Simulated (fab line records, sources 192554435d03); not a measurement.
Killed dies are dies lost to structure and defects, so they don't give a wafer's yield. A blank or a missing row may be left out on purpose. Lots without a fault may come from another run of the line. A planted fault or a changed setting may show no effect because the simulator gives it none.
Chamber matching | flow n5_finfet | N5_MOL_CONTACT_COAG_CMP_23 on cmp-04: 4 sister chambers
The step polishes, stops on SiO2, t overpolish 1.5 s, target thk 0 nm. 8 wafers are shown with their chamber, then 9 later ones without.

WAFERS WITH THEIR CHAMBER
wafer  | chamber | motor_current_A (A) | time_to_endpoint_s (s)
L080.1 | 3       | 7.0                 | 7.5
L082.6 | 2       | 7.6                 | 9.1
L083.1 | 3       | 7.5                 | 5.8
L083.2 | 0       | 7.9                 | 5.7
L083.4 | 2       | 7.8                 | 1.5
L088.1 | 0       | 7.4                 | 5.6
L088.2 | 1       | 9.4                 | 11.5
L088.5 | 1       | 9.5                 | 12.6

WAFERS WITHOUT THEIR CHAMBER
wafer  | motor_current_A (A) | time_to_endpoint_s (s)
L090.1 | 8.4                 | 13.1
L090.3 | 7.7                 | 12.5
L090.5 | 7.5                 | 10.6
L093.2 | 7.5                 | 8.7
L093.4 | 9.2                 | 8.6
L093.6 | 7.5                 | 4.5
L097.1 | 7.2                 | 5.7
L097.4 | 7.3                 | 6.2
L097.5 | 7.7                 | 3.6

WHICH CHAMBER EACH WENT THROUGH
wafer  | from the rows above               | in truth
L090.1 | can't be placed: 2 or 0 or 1 or 3 | 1
L090.3 | can't be placed: 0 or 2 or 3      | 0
L090.5 | can't be placed: 3 or 0 or 2      | 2
L093.2 | can't be placed: 3 or 0 or 2      | 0
L093.4 | 1                                 | 1
L093.6 | can't be placed: 0 or 2 or 3      | 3
L097.1 | can't be placed: 3 or 0 or 2      | 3
L097.4 | can't be placed: 3 or 0 or 2      | 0
L097.5 | can't be placed: 2 or 0 or 3      | 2
Placed correctly: 1 of 9. Can't be placed from these rows: 8 (the true chamber is among the candidates in 8). Placed wrongly: 0.
How it was worked out, from the rows above alone: a wafer's distance from a chamber is the root of the sum, over the readings, of the square of ((its reading less the chamber's mean) divided by the reading's scatter). The wafer belongs to the nearest chamber; if the next one is less than 2 further off, it can't be placed. A chamber's mean is the mean of its shown wafers. The scatter: the root of (the sum of the squares of (reading less its chamber's mean) over the shown wafers, divided by (wafers less chambers)).
